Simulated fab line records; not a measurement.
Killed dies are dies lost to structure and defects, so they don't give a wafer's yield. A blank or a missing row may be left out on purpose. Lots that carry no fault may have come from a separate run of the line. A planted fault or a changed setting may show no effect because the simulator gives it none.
Matching of chambers | flow n5_finfet | N5_BEOL_M9_ETCH_62 on rie_diel-02: 4 sister chambers
The step etches SOC in N2/H2, target depth 110 nm, overetch 22 nm, time 165 s. 4 wafers are shown with their chamber, then 7 later ones without.

== EACH WAFER AND ITS CHAMBER ==
wafer  | chamber | throttle_valve_pct (%)
L079.3 | 1       | 17.59
L082.1 | 2       | 17.86
L087.1 | 0       | 18.29
L087.4 | 3       | 17.84

== WAFERS WITH NO CHAMBER GIVEN ==
wafer  | throttle_valve_pct (%)
L087.5 | 18.29
L091.1 | 17.65
L091.4 | 18.31
L091.6 | 18.30
L094.3 | 17.83
L094.5 | 17.48
L094.6 | 17.84

== EACH ONE'S CHAMBER ==
wafer  | from the rows above     | in truth
L087.5 | 0                       | 0
L091.1 | 1                       | 1
L091.4 | 0                       | 0
L091.6 | 0                       | 0
L094.3 | can't be placed: 3 or 2 | 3
L094.5 | 1                       | 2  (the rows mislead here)
L094.6 | can't be placed: 3 or 2 | 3
Correct placement for 4 of the 7. These rows do not allow placing 2 (true chamber among the candidates in 2). Number placed wrongly: 1.
How it was worked out, from the rows above alone: a wafer's distance from a chamber is the root of the sum, over the readings, of the square of ((its reading less the chamber's mean) divided by the reading's scatter). If the next closest chamber is less than 2 further off than the closest, the wafer can't be placed; otherwise it belongs to the closest. Each chamber's mean is taken over the wafers shown for it. The scatter: root of mean squared gap, hidden wafer to nearest shown wafer, with one shown wafer a chamber.
